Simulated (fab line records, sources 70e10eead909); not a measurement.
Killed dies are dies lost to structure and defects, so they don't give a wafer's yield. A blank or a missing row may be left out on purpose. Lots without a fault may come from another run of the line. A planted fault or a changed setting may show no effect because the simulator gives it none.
A struck lot beside a sound one | flow nand_harc | 15 steps out of a route of 1159
Sound: wafers L790.3, L790.4, L790.6. Struck: wafers L789.1, L789.4, L789.6. The cause comes at the end.
At each step with rows: each side's tool, then ch and its chambers, then its first start. Under that, the readings that differ: sound wafers | struck wafers | difference of the means | sigmas: that difference in standard deviations of wafers without a fault.
alike: readings whose means differ by less than 2 such deviations, and words and numbers that are the same on both sides. not compared: withheld readings, readings that some wafer has no value for, bounds like >300 that may hide the same value, and numbers for which the record gives no deviation and whose values overlap.
The two part at a step that has a row with sigmas, a row that says differs or no value, or rows on one side only. Numbers that don't overlap but have no deviation are shown without sigmas and don't part them. A reading that every wafer of one side lacks parts them only if that side has two wafers or more.

NHARC_P_M1_DESCUM_14: chemistry O2, time 3 s.
  sound on rie_diel-05 ch 1,3, day 9 03:01; struck on rie_diel-10 ch 0,2,3, day 9 03:15
  alike: drypump_motor_current_A, oes_product_au, rf_vpp_V, showerhead_plenum_p_Torr, throttle_valve_pct
  not compared: rf_hours_counter_h
then, 1 step without rows for these wafers: NHARC_P_M1_ETCH_35 (etches the open film in N2/H2, target depth 40 nm, overetch 12 nm, time 43.94 s).
NHARC_P_M1_ETCH_15: etches the open film in C4F8/Ar, target depth 182.5 nm, time 91.2 s.
  sound on rie_diel-05 ch 0,1,2; struck on rie_diel-10 ch 0,1,3
  alike: oes_product_au, rf_vpp_V
  not compared: rf_hours_counter_h
NHARC_P_M1_CD_MEAS_16:
  sound on cd_sem-02, day 9 03:19; struck on cd_sem-03, day 9 03:33
  reading    | sound             | struck            | difference | sigmas
  cd_nm (nm) | 130.2 131.5 132.1 | 129.2 127.8 128.8 | -2.7       | -2
NHARC_P_M1_STRIP_18: strips in N2/H2.
  sound on rie_diel-05 ch 0,2,3, day 9 03:27; struck on rie_diel-10 ch 0,3, day 9 03:39
  alike: drypump_motor_current_A, h2_flow_sccm, oes_product_au, rf_vpp_V, showerhead_plenum_p_Torr, throttle_valve_pct
  not compared: rf_hours_counter_h
then, 4 steps without rows for these wafers: NHARC_P_M1_ETCH_28 (etches the open film in CF4/N2, target depth 30 nm, time 72.99 s); NHARC_P_M1_STRIP_19 (strips in post etch residue remover, time 600 s); NHARC_P_M1_DEGAS_29 (time 60 s); NHARC_P_M1_PRE_CLEAN_30 (time 30 s).
NHARC_P_M1_PVD_20: deposits TaN, target thk 5 nm, time 8.06 s.
  sound on pvd_sputter-03; struck on pvd_sputter-02
  alike: chamber_pressure_pa, throttle_valve_pct
NHARC_P_M1_PVD_21: deposits Cu, target thk 30 nm, time 20.49 s.
  sound on pvd_sputter-03; struck on pvd_sputter-02
  alike: chamber_pressure_pa, throttle_valve_pct
then, 1 step without rows for these wafers: NHARC_P_M1_ECD_22 (material Cu, target thk 400 nm).
NHARC_P_M1_ANNEAL_31: time 90 s.
  sound on rtp_anneal-02 ch 0, day 9 04:54; struck on rtp_anneal-02, day 9 05:13
  no value came back on the struck wafers for anneal_temp_c (C), anneal_temp_c_max, wafer_temp_C_max; on the sound wafers anneal_temp_c (C) reads 224.90 225.01 224.88
then, 1 step without rows for these wafers: NHARC_P_M1_CMP_23 (polishes, t overpolish 20 s, target thk 157.82 nm).
-- the record jumps here: 14 days lie between the struck wafers' starts before and after (it left off in module P_M1 and takes up again in module END, whose first step shown is number 1159 of the route) --
NHARC_END_SORT_01:
  sound on prober-02 ch 0, day 22 03:30; struck on prober-02 ch 0, day 23 03:15
  reading                  | sound           | struck         | difference | sigmas
  defect_limited_yield (%) | 95.1 96.5 96.0  | 90.8 92.5 91.0 | -4.4       | -4
  killed_at_periphery      | 1 2 1           | 31 19 23       | +23        | +10
  killed_dies              | 33 24 27        | 62 51 61       | +30        | +4
  sort_bin_2_pct (%)       | 1.5 1.5 1.3     | 5.6 4.0 4.9    | +3.4       | +7
  sort_n_pass              | 644 653 650     | 615 626 616    | -30        | -4
  sort_rim_yield_pct (%)   | 100.0 95.3 96.2 | 78.3 82.1 79.2 | -17.3      | -6
  sort_yield_pct (%)       | 95.1 96.5 96.0  | 90.8 92.5 91.0 | -4.4       | -4
  alike: killed_at_array, killed_at_other, killed_open, killed_short, sort_bin_3_pct, sort_bin_4_pct

WHERE THEY PART
First at NHARC_P_M1_CD_MEAS_16; last, within this record, at NHARC_END_SORT_01.

WHY: what the simulator had put in
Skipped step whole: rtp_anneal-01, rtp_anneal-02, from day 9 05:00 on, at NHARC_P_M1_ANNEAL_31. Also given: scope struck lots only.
